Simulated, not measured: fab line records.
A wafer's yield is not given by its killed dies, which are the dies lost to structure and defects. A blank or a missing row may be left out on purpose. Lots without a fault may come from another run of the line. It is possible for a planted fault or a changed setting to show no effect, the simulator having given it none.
fab line records	flow n5_finfet	part 1 of 2: steps 1 to 22 of 29
record lots=5	wafers=15	last_day=19
route steps=1938 shown BEOL_M2@886
lots untouched by any fault: they come from a run of this same line in which no faults occurred
start_h: start of the lot's first displayed wafer, in hours after the record's first day	wait_h: hours from the lot's prior step to this one	" same as the row above	L1.1+2: several wafers, shown together as one row	- either no value or no given start	* or withheld: withheld	< > ~ a bound
route shown NAME@n: a module of which the file shows steps, and the number in the route of the first	usual: average and standard deviation across the fault-free wafers	same: alike in all rows	chamber/n: place in a boat	sites: the reading at each site	_std_site: their standard deviation	_edge_site: outer sites' mean less inner sites'	radius_mm: for every site, how far away it sits from the centre of the wafer	mask NAME#n: copy n	behind: the last tool/chamber to shape the wafer	hold: why the lot was held/for how many hours/how that ended	device: the n, p or np transistor that did not switch	end of line: at the end of the route, the tests of the same wafers	a step with no rows: only its recipe	killed: dies lost to structure and defects at the first sort, not the wafer's yield	map: a wafer's dies, x killed, . not, _ none there
set.NAME: the setting the step ran with; set.NAME@STEP: the setting that earlier step ran with	model.NAME: the simulator's own value behind a step, which no gauge read
certain route steps with their lots: each step a table, each wafer a row
services: the hour from which a tool's chamber was out of use, counted from the record's first day as start_h (under 0 if before that day), plus the number of hours and why
## steps
# step N5_BEOL_M2_STRIP_78
# recipe chemistry=N2/H2	temp_c=40	n2_flow_sccm=200	h2_flow_sccm=200	rf_frequency_hz=6e+07
lot.wafer	tool	chamber	start_h	wait_h
L076.1+2+6	rie_diel-03	1,3,2	169.69	0.0
L077.1+2+6	rie_diel-03	3,1,1	170.18	0.0
L088.1+2+4	rie_diel-02	0,1,2	254.56	0.0
L089.2+5+6	rie_diel-06	3,2,3	254.78	0.0
L096.3+5+6	rie_diel-02	0,0,2	283.08	0.0
# step N5_BEOL_M2_VIA_ETCH_34
# recipe chemistry=C4F6/O2	target_depth_a=694	mask_material=SOC	pressure_mtorr=15	ion_energy_ev=250	taper_deg=4	time_s=65.9	source_w=350	bias_w=170	Ar_flow_sccm=300	C4F6_flow_sccm=10	O2_flow_sccm=10
# usual drypump_motor_current_A=5.8/0.48	oes_product_au=0.76/0.096	rf_vpp_V=663/13	showerhead_plenum_p_Torr=2.84/0.12	throttle_valve_pct=30.6/0.32
lot.wafer	tool	chamber	start_h	wait_h	drypump_motor_current_A	oes_product_au	rf_hours_counter_h	rf_vpp_V	showerhead_plenum_p_Torr	throttle_valve_pct
L076.1	rie_diel-03	1	169.70	0.0	6.0	0.78	153	665	2.97	31.3
L076.2	"	3	"	"	6.2	0.68	228	667	2.69	30.5
L076.6	"	2	"	"	5.6	0.73	-	643	2.70	30.4
L077.1	rie_diel-03	3	170.19	0.0	6.1	0.68	228	668	2.69	30.5
L077.2	"	1	"	"	5.9	0.78	154	666	2.97	31.3
L077.6	"	1	"	"	5.9	0.79	-	665	2.97	31.3
L088.1	rie_diel-02	0	254.57	0.0	6.0	0.90	42	674	3.02	30.3
L088.2	"	1	"	"	5.4	0.70	240	658	2.79	30.9
L088.4	"	2	"	"	5.2	0.98	5	662	2.81	30.8
L089.2	rie_diel-06	3	254.79	0.0	6.8	0.69	245	671	2.93	30.7
L089.5	"	2	"	"	6.1	0.66	-	679	2.89	30.5
L089.6	"	3	"	"	6.8	0.69	-	671	2.93	30.7
L096.3	rie_diel-02	0	283.09	0.0	6.1	0.87	54	673	3.01	30.3
L096.5	"	0	"	"	6.1	0.87	-	674	3.01	30.3
L096.6	"	2	"	"	5.2	0.94	-	664	2.80	30.8
# step N5_BEOL_M2_STRIP_83
# recipe chemistry=C4F6/O2	resist=SiARC	rf_frequency_hz=6e+07
lot.wafer	tool	chamber	start_h	wait_h
L076.1+2+6	rie_diel-03	1,3,2	169.75	0.0
L077.1+2+6	rie_diel-03	3,1,1	170.24	0.0
L088.1+2+4	rie_diel-02	0,1,2	254.62	0.0
L089.2+5+6	rie_diel-06	3,2,3	254.84	0.0
L096.3+5+6	rie_diel-02	0,0,2	283.15	0.0
# step N5_BEOL_M2_STRIP_36
# recipe chemistry=N2/H2	power_w=450	temp_c=40	pressure_mtorr=20	rf_frequency_hz=6e+07	overash_fraction=0.3	bias_power_w=7	h2_frac=0.5	n2_flow_sccm=200	h2_flow_sccm=200
# usual bias_power_w=7.002/0.021	drypump_motor_current_A=5.8/0.49	oes_product_au=0.76/0.093	rf_vpp_V=58.8/1.5	showerhead_plenum_p_Torr=2.54/0.11	throttle_valve_pct=23.6/0.44
lot.wafer	tool	chamber	start_h	wait_h	bias_power_w	drypump_motor_current_A	oes_product_au	rf_hours_counter_h	rf_vpp_V	showerhead_plenum_p_Torr	throttle_valve_pct
L076.1	rie_diel-03	1	169.76	0.0	6.979	5.9	0.77	154	59.8	2.65	24.4
L076.2	"	3	"	"	6.977	6.1	0.68	228	53.6	2.40	23.3
L076.6	"	2	"	"	6.980	5.6	0.73	-	59.4	2.42	23.6
L077.1	rie_diel-03	3	170.25	0.0	7.007	6.1	0.68	228	57.4	2.40	23.4
L077.2	"	1	"	"	7.018	6.0	0.78	154	59.7	2.65	24.4
L077.6	"	1	"	"	7.058	6.0	0.78	-	59.6	2.65	24.4
L088.1	rie_diel-02	0	254.63	0.0	7.003	6.1	0.90	42	60.4	2.69	22.9
L088.2	"	1	"	"	6.974	5.5	0.69	240	58.6	2.51	24.1
L088.4	"	2	"	"	7.017	5.2	0.97	5	60.0	2.47	23.4
L089.2	rie_diel-06	3	254.85	0.0	7.025	6.8	0.70	245	62.1	2.61	23.7
L089.5	"	2	"	"	7.008	6.2	0.67	-	61.8	2.61	24.0
L089.6	"	3	"	"	6.998	6.8	0.70	-	57.0	2.61	23.7
L096.3	rie_diel-02	0	283.16	0.0	7.002	6.1	0.87	54	60.6	2.69	23.0
L096.5	"	0	"	"	7.012	6.1	0.88	-	60.4	2.69	23.0
L096.6	"	2	"	"	6.998	5.2	0.92	-	59.5	2.47	23.4
# step N5_BEOL_M2_TRENCH_ETCH_37
# recipe chemistry=C4F6/O2	target_depth_a=555.55	target=SiOC	time_s=29.2	ion_energy_ev=250	pressure_mtorr=30	source_w=355	bias_w=185	Ar_flow_sccm=300	C4F6_flow_sccm=10	O2_flow_sccm=10
# usual drypump_motor_current_A=5.8/0.48	oes_product_au=0.76/0.095	rf_vpp_V=663/12	showerhead_plenum_p_Torr=2.84/0.12	throttle_valve_pct=20.8/0.32
lot.wafer	tool	chamber	start_h	wait_h	drypump_motor_current_A	oes_product_au	rf_hours_counter_h	rf_vpp_V	showerhead_plenum_p_Torr	throttle_valve_pct
L076.1	rie_diel-03	1	-	-	6.0	0.79	154	665	2.97	21.4
L076.2	"	3	"	"	6.1	0.69	228	667	2.69	20.7
L076.6	"	2	"	"	5.6	0.73	-	643	2.70	20.7
L077.1	rie_diel-03	3	-	-	6.1	0.68	228	667	2.69	20.7
L077.2	"	1	"	"	5.9	0.78	154	664	2.97	21.4
L077.6	"	1	"	"	6.0	0.78	-	664	2.97	21.4
L088.1	rie_diel-02	0	-	-	6.1	0.90	42	673	3.02	20.3
L088.2	"	1	"	"	5.5	0.69	240	659	2.79	21.1
L088.4	"	2	"	"	5.2	0.98	5	661	2.81	20.7
L089.2	rie_diel-06	3	-	-	6.8	0.69	245	673	2.93	20.9
L089.5	"	2	"	"	6.1	0.66	-	680	2.90	20.8
L089.6	"	3	"	"	6.8	0.69	-	672	2.93	20.9
L096.3	rie_diel-02	0	-	-	6.1	0.87	54	674	3.02	20.4
L096.5	"	0	"	"	6.1	0.88	-	675	3.02	20.4
L096.6	"	2	"	"	5.2	0.92	-	662	2.81	20.7
# step N5_BEOL_M2_ETCH_41
# recipe chemistry=CH3F/O2	target=SiCN	target_depth_a=299	taper_deg=2	time_s=52.5	ion_energy_ev=120	mask_material=TiN	pressure_mtorr=30	source_w=395	bias_w=75	Ar_flow_sccm=150	CH3F_flow_sccm=30	O2_flow_sccm=20
# usual drypump_motor_current_A=5.8/0.48	oes_product_au=0.76/0.095	rf_vpp_V=297.2/1.8	showerhead_plenum_p_Torr=2.00/0.088	throttle_valve_pct=16.3/0.31
lot.wafer	tool	chamber	start_h	wait_h	drypump_motor_current_A	oes_product_au	rf_hours_counter_h	rf_vpp_V	showerhead_plenum_p_Torr	throttle_valve_pct
L076.1	rie_diel-03	1	-	-	6.0	0.78	154	298.5	2.09	16.8
L076.2	"	3	"	"	6.1	0.68	228	294.5	1.89	16.3
L076.6	"	2	"	"	5.6	0.72	-	296.3	1.90	16.2
L077.1	rie_diel-03	3	-	-	6.1	0.68	228	295.3	1.89	16.3
L077.2	"	1	"	"	6.0	0.79	154	299.7	2.09	16.8
L077.6	"	1	"	"	6.0	0.78	-	298.3	2.09	16.8
L088.1	rie_diel-02	0	-	-	6.1	0.90	42	299.1	2.13	15.8
L088.2	"	1	"	"	5.4	0.69	240	297.1	1.96	16.7
L088.4	"	2	"	"	5.2	0.97	5	296.4	1.98	16.0
L089.2	rie_diel-06	3	-	-	6.8	0.68	245	298.6	2.06	16.4
L089.5	"	2	"	"	6.2	0.67	-	299.4	2.04	16.4
L089.6	"	3	"	"	6.8	0.69	-	297.7	2.06	16.4
L096.3	rie_diel-02	0	-	-	6.1	0.87	54	297.8	2.13	15.8
L096.5	"	0	"	"	6.1	0.87	-	299.9	2.13	15.8
L096.6	"	2	"	"	5.3	0.93	-	295.4	1.97	16.1
# step N5_BEOL_M2_STRIP_97
# recipe chemistry=N2/H2	time_s=10	power_w=450	temp_c=40	pressure_mtorr=20	rf_frequency_hz=6e+07	bias_power_w=7	n2_flow_sccm=200	h2_flow_sccm=200
# usual bias_power_w=7.001/0.021	drypump_motor_current_A=5.8/0.49	oes_product_au=0.76/0.092	rf_vpp_V=59.0/0.86	showerhead_plenum_p_Torr=2.54/0.11	throttle_valve_pct=23.6/0.44
lot.wafer	tool	chamber	start_h	wait_h	bias_power_w	drypump_motor_current_A	oes_product_au	rf_hours_counter_h	rf_vpp_V	showerhead_plenum_p_Torr	throttle_valve_pct
L076.1	rie_diel-03	1	-	-	7.038	6.0	0.77	154	60.0	2.65	24.4
L076.2	"	3	"	"	6.975	6.1	0.68	228	57.2	2.40	23.3
L076.6	"	2	"	"	6.975	5.7	0.73	-	57.6	2.42	23.6
L077.1	rie_diel-03	3	-	-	6.990	6.1	0.68	228	58.7	2.40	23.3
L077.2	"	1	"	"	7.016	5.9	0.77	154	59.3	2.65	24.4
L077.6	"	1	"	"	7.018	5.9	0.77	-	60.1	2.65	24.4
L088.1	rie_diel-02	0	-	-	6.963	6.1	0.89	42	59.4	2.69	22.9
L088.2	"	1	"	"	7.001	5.4	0.69	240	60.0	2.51	24.1
L088.4	"	2	"	"	6.998	5.2	0.96	5	57.1	2.47	23.4
L089.2	rie_diel-06	3	-	-	7.012	6.8	0.69	245	59.0	2.61	23.7
L089.5	"	2	"	"	6.996	6.2	0.66	-	58.8	2.61	24.0
L089.6	"	3	"	"	7.003	6.8	0.69	-	59.6	2.61	23.7
L096.3	rie_diel-02	0	-	-	7.011	6.1	0.86	54	59.5	2.69	23.0
L096.5	"	0	"	"	7.017	6.1	0.87	-	60.2	2.69	23.0
L096.6	"	2	"	"	7.009	5.2	0.93	-	59.0	2.47	23.4
# step N5_BEOL_M2_OCD_MEAS_38
# usual trench_depth_nm=55.6/1.3
lot.wafer	tool	chamber	start_h	wait_h	trench_depth_nm
L076.1	ocd-01	-	169.95	-	56.6
L076.2	"	-	"	"	55.5
L076.6	"	-	"	"	55.1
L077.1	ocd-02	-	170.45	-	56.0
L077.2	"	-	"	"	56.2
L077.6	"	-	"	"	57.0
L088.1	ocd-01	-	254.82	-	57.0
L088.2	"	-	"	"	53.8
L088.4	"	-	"	"	58.1
L089.2	ocd-01	-	255.04	-	55.1
L089.5	"	-	"	"	53.9
L089.6	"	-	"	"	55.4
L096.3	ocd-01	-	283.35	-	56.2
L096.5	"	-	"	"	56.7
L096.6	"	-	"	"	57.7
# step N5_BEOL_M2_HM_STRIP_39
# recipe chemistry=peroxide_tin_strip	material=TiN	target_depth_a=250	temp_c=50	time_s=158
lot.wafer	tool	chamber	start_h	wait_h
L076.1+2+6	wet_bench-05	5,6,1	169.99	0.0
L077.1+2+6	wet_bench-05	1,2,4	170.48	0.0
L088.1+2+4	wet_bench-04	7,3,0	254.85	0.0
L089.2+5+6	wet_bench-04	4,5,3	255.07	0.0
L096.3+5+6	wet_bench-01	3,5,2	283.38	0.0
# step N5_BEOL_M2_SRD_40
# recipe time_s=30	temp_c=23	rinse_liquid=diw	dry=ipa_marangoni
lot.wafer	tool	chamber	start_h	wait_h
L076.1+2+6	wet_bench-05	5,6,1	170.03	0.0
L077.1+2+6	wet_bench-05	1,2,4	170.52	0.0
L088.1+2+4	wet_bench-04	7,3,0	254.90	0.0
L089.2+5+6	wet_bench-04	4,5,3	255.12	0.0
L096.3+5+6	wet_bench-01	3,5,2	283.43	0.0
# step N5_BEOL_M2_PRECLEAN_42
# recipe chemistry=residue_remover	time_s=60	temp_c=40
lot.wafer	tool	chamber	start_h	wait_h
L076.1+2+6	wet_bench-05	5,6,1	170.05	0.0
L077.1+2+6	wet_bench-05	1,2,4	170.54	0.0
L088.1+2+4	wet_bench-04	7,3,0	254.92	0.0
L089.2+5+6	wet_bench-04	4,5,3	255.14	0.0
L096.3+5+6	wet_bench-01	3,5,2	283.44	0.0
# step N5_BEOL_M2_SRD_43
# recipe time_s=30	temp_c=23	rinse_liquid=diw	dry=ipa_marangoni
lot.wafer	tool	chamber	start_h	wait_h
L076.1+2+6	wet_bench-05	5,6,1	170.07	0.0
L077.1+2+6	wet_bench-05	1,2,4	170.56	0.0
L088.1+2+4	wet_bench-04	7,3,0	254.94	0.0
L089.2+5+6	wet_bench-04	4,5,3	255.16	0.0
L096.3+5+6	wet_bench-01	3,5,2	283.46	0.0
# step N5_BEOL_M2_CD_MEAS_35
# recipe target_cd_nm=18	target_cd_y_nm=22.2	polarity=opening
# usual cd_nm=18.1/0.35
lot.wafer	tool	chamber	start_h	wait_h	cd_nm
L076.1	cd_sem-02	-	170.11	0.0	18.5
L076.2	"	-	"	"	18.3
L076.6	"	-	"	"	18.0
L077.1	cd_sem-02	-	170.60	0.0	18.2
L077.2	"	-	"	"	18.7
L077.6	"	-	"	"	18.3
L088.1	cd_sem-02	-	254.98	0.0	18.2
L088.2	"	-	"	"	18.3
L088.4	"	-	"	"	18.0
L089.2	cd_sem-03	-	255.20	0.0	17.6
L089.5	"	-	"	"	17.6
L089.6	"	-	"	"	17.9
L096.3	cd_sem-03	-	283.50	0.0	18.5
L096.5	"	-	"	"	18.4
L096.6	"	-	"	"	18.1
# step N5_BEOL_M2_DEGAS_44
# recipe ambient=vacuum	temp_c=250	time_s=60
# usual heater_power_w=340/49
lot.wafer	tool	chamber	start_h	wait_h	heater_power_w
L076.1	pvd_sputter-03	-	170.15	0.0	286
L076.2	"	-	"	"	436
L076.6	"	-	"	"	322
L077.1	pvd_sputter-03	-	170.81	0.2	283
L077.2	"	-	"	"	334
L077.6	"	-	"	"	281
L088.1	pvd_sputter-02	-	255.46	0.5	296
L088.2	"	-	"	"	318
L088.4	"	-	"	"	446
L089.2	pvd_sputter-03	-	255.62	0.4	284
L089.5	"	-	"	"	346
L089.6	"	-	"	"	316
L096.3	pvd_sputter-01	-	283.82	0.3	369
L096.5	"	-	"	"	352
L096.6	"	-	"	"	325
# step N5_BEOL_M2_PRE_CLEAN_45
# recipe gas=H2/He	time_s=30	temp_c=250
# usual heater_power_w=339/49
lot.wafer	tool	chamber	start_h	wait_h	heater_power_w
L076.1	pvd_sputter-03	-	170.19	0.0	282
L076.2	"	-	"	"	419
L076.6	"	-	"	"	319
L077.1	pvd_sputter-03	-	170.85	0.0	277
L077.2	"	-	"	"	338
L077.6	"	-	"	"	285
L088.1	pvd_sputter-02	-	255.50	0.0	292
L088.2	"	-	"	"	313
L088.4	"	-	"	"	435
L089.2	pvd_sputter-03	-	255.66	0.0	274
L089.5	"	-	"	"	340
L089.6	"	-	"	"	328
L096.3	pvd_sputter-01	-	283.86	0.0	354
L096.5	"	-	"	"	357
L096.6	"	-	"	"	316
# step N5_BEOL_M2_ALD_84
# recipe material=TaN	target_thk_a=*	temp_c=275	ald_precursor_family=PDMAT	ald_co_reactant=NH3	pressure_torr=3	carrier_flow_sccm=1500	pulse_time_s=2	purge_time_s=3	co_reactant_purge_time_s=2	co_reactant_pulse_time_s=3	ald_cycles=30	precursor_vessel_temp_c=75	precursor_vessel_pressure_torr=26.25	precursor_vessel_carrier_sccm=1000
# usual heater_power_w=415/47
lot.wafer	tool	chamber	start_h	wait_h	heater_power_w
L076.1	ald_metal-02	0	170.25	0.0	513
L076.2	"	3	"	"	432
L076.6	"	1	"	"	390
L077.1	ald_metal-02	2	170.92	0.1	394
L077.2	"	3	"	"	428
L077.6	"	0	"	"	515
L088.1	ald_metal-01	1	255.56	0.0	357
L088.2	"	0	"	"	401
L088.4	"	3	"	"	470
L089.2	ald_metal-02	1	255.72	0.0	387
L089.5	"	3	"	"	430
L089.6	"	2	"	"	399
L096.3	ald_metal-01	1	283.92	0.0	363
L096.5	"	2	"	"	357
L096.6	"	1	"	"	362
# step N5_BEOL_M2_SURFACE_TREAT_85
# recipe gas=Ar	time_s=*	ion_energy_ev=*	ion_current_ma_cm2=0.5	pressure_mtorr=*	ar_flow_sccm=30
# usual throttle_valve_pct=*
lot.wafer	tool	chamber	start_h	wait_h	throttle_valve_pct
L076.1	pvd_sputter-02	-	170.48	0.1	*
L076.2	"	-	"	"	*
L076.6	"	-	"	"	*
L077.1	pvd_sputter-02	-	171.20	0.2	*
L077.2	"	-	"	"	*
L077.6	"	-	"	"	*
L088.1	pvd_sputter-02	-	255.80	0.1	*
L088.2	"	-	"	"	*
L088.4	"	-	"	"	*
L089.2	pvd_sputter-01	-	256.00	0.2	*
L089.5	"	-	"	"	*
L089.6	"	-	"	"	*
L096.3	pvd_sputter-01	-	284.15	0.1	*
L096.5	"	-	"	"	*
L096.6	"	-	"	"	*
# step N5_BEOL_M2_CVD_47
# recipe material=Co	target_thk_a=30	temp_c=withheld	precursor=CCTBA/H2	pressure_torr=30	time_s=223.8
lot.wafer	tool	chamber	start_h	wait_h
L076.1+2+6	cvd_co-02	0,1,1	170.54	0.0
L077.1+2+6	cvd_co-02	0,2,1	171.53	0.3
L088.1+2+4	cvd_co-02	0,1,2	255.90	0.1
L089.2+5+6	cvd_co-02	2,2,0	256.13	0.1
L096.3+5+6	cvd_co-01	2,0,1	284.24	0.1
# step N5_BEOL_M2_SPUTTER_48
# recipe material=Cu	target_thk_a=45	temp_c=-20	chamber_pressure_pa=0.07	power_w=withheld	time_s=8.29
# usual chuck_gas_flow_sccm=1.26/0.049	chuck_sensor_temp_C=-16.2/0.6	substrate_temp_c=-20.02/0.1	throttle_valve_pct=29.8/0.97
lot.wafer	tool	chamber	start_h	wait_h	chuck_gas_flow_sccm	chuck_sensor_temp_C	substrate_temp_c	throttle_valve_pct
L076.1	pvd_sputter-01	-	170.79	0.2	1.20	-16.5	-20.03	29.9
L076.2	"	-	"	"	1.34	-15.9	-19.92	28.6
L076.6	"	-	"	"	1.25	-16.0	-19.97	31.7
L077.1	pvd_sputter-03	-	172.85	1.2	1.29	-15.9	-20.21	29.9
L077.2	"	-	"	"	1.20	-15.3	-19.99	29.4
L077.6	"	-	"	"	1.27	-16.2	-19.90	31.4
L088.1	pvd_sputter-03	-	256.18	0.2	1.28	-16.0	-19.88	29.7
L088.2	"	-	"	"	1.30	-15.5	-19.98	29.0
L088.4	"	-	"	"	1.24	-17.4	-20.09	30.1
L089.2	pvd_sputter-01	-	256.40	0.2	1.29	-15.8	-20.02	28.9
L089.5	"	-	"	"	1.19	-16.0	-19.96	31.7
L089.6	"	-	"	"	1.29	-16.4	-20.25	29.7
L096.3	pvd_sputter-03	-	284.39	0.1	1.26	-17.4	-20.04	30.2
L096.5	"	-	"	"	1.25	-16.2	-20.12	31.2
L096.6	"	-	"	"	1.27	-15.9	-20.22	30.2
# step N5_BEOL_M2_ANNEAL_49
# recipe temp_c=400	time_s=240	ambient=vacuum
# usual heater_power_w=837/120
lot.wafer	tool	chamber	start_h	wait_h	heater_power_w
L076.1	pvd_sputter-01	-	170.87	0.0	808
L076.2	"	-	"	"	721
L076.6	"	-	"	"	866
L077.1	pvd_sputter-03	-	172.93	0.0	842
L077.2	"	-	"	"	1078
L077.6	"	-	"	"	776
L088.1	pvd_sputter-03	-	256.26	0.0	821
L088.2	"	-	"	"	1079
L088.4	"	-	"	"	691
L089.2	pvd_sputter-01	-	256.48	0.0	748
L089.5	"	-	"	"	875
L089.6	"	-	"	"	791
L096.3	pvd_sputter-03	-	284.47	0.0	699
L096.5	"	-	"	"	781
L096.6	"	-	"	"	842
# step N5_BEOL_M2_SPUTTER_79
# recipe material=Cu	target_thk_a=45	temp_c=-20	chamber_pressure_pa=0.07	power_w=withheld	time_s=8.29
# usual chuck_gas_flow_sccm=1.26/0.054	chuck_sensor_temp_C=-16.2/0.61	substrate_temp_c=-19.98/0.1	throttle_valve_pct=29.8/0.98
lot.wafer	tool	chamber	start_h	wait_h	chuck_gas_flow_sccm	chuck_sensor_temp_C	substrate_temp_c	throttle_valve_pct
L076.1	pvd_sputter-01	-	171.01	0.1	1.20	-16.5	-19.96	30.1
L076.2	"	-	"	"	1.25	-15.6	-19.92	28.7
L076.6	"	-	"	"	1.31	-16.0	-20.03	31.4
L077.1	pvd_sputter-03	-	173.07	0.1	1.25	-16.0	-20.07	29.8
L077.2	"	-	"	"	1.31	-15.1	-20.01	29.2
L077.6	"	-	"	"	1.24	-16.2	-20.11	31.4
L088.1	pvd_sputter-03	-	256.40	0.1	1.20	-16.0	-20.03	30.0
L088.2	"	-	"	"	1.12	-15.2	-19.76	28.8
L088.4	"	-	"	"	1.17	-17.6	-20.11	30.0
L089.2	pvd_sputter-01	-	256.62	0.1	1.31	-15.8	-19.93	28.7
L089.5	"	-	"	"	1.23	-16.1	-20.06	31.7
L089.6	"	-	"	"	1.28	-16.5	-19.95	30.0
L096.3	pvd_sputter-03	-	284.61	0.1	1.26	-17.3	-19.86	29.8
L096.5	"	-	"	"	1.21	-16.2	-20.03	31.3
L096.6	"	-	"	"	1.19	-16.1	-19.95	29.9
# step N5_BEOL_M2_ANNEAL_80
# recipe temp_c=400	time_s=240	ambient=vacuum
# usual heater_power_w=837/120
lot.wafer	tool	chamber	start_h	wait_h	heater_power_w
L076.1	pvd_sputter-01	-	171.09	0.0	784
L076.2	"	-	"	"	734
L076.6	"	-	"	"	875
L077.1	pvd_sputter-03	-	173.15	0.0	845
L077.2	"	-	"	"	1056
L077.6	"	-	"	"	794
L088.1	pvd_sputter-03	-	256.48	0.0	820
L088.2	"	-	"	"	1072
L088.4	"	-	"	"	694
L089.2	pvd_sputter-01	-	256.70	0.0	708
L089.5	"	-	"	"	875
L089.6	"	-	"	"	803
L096.3	pvd_sputter-03	-	284.69	0.0	715
L096.5	"	-	"	"	791
L096.6	"	-	"	"	846
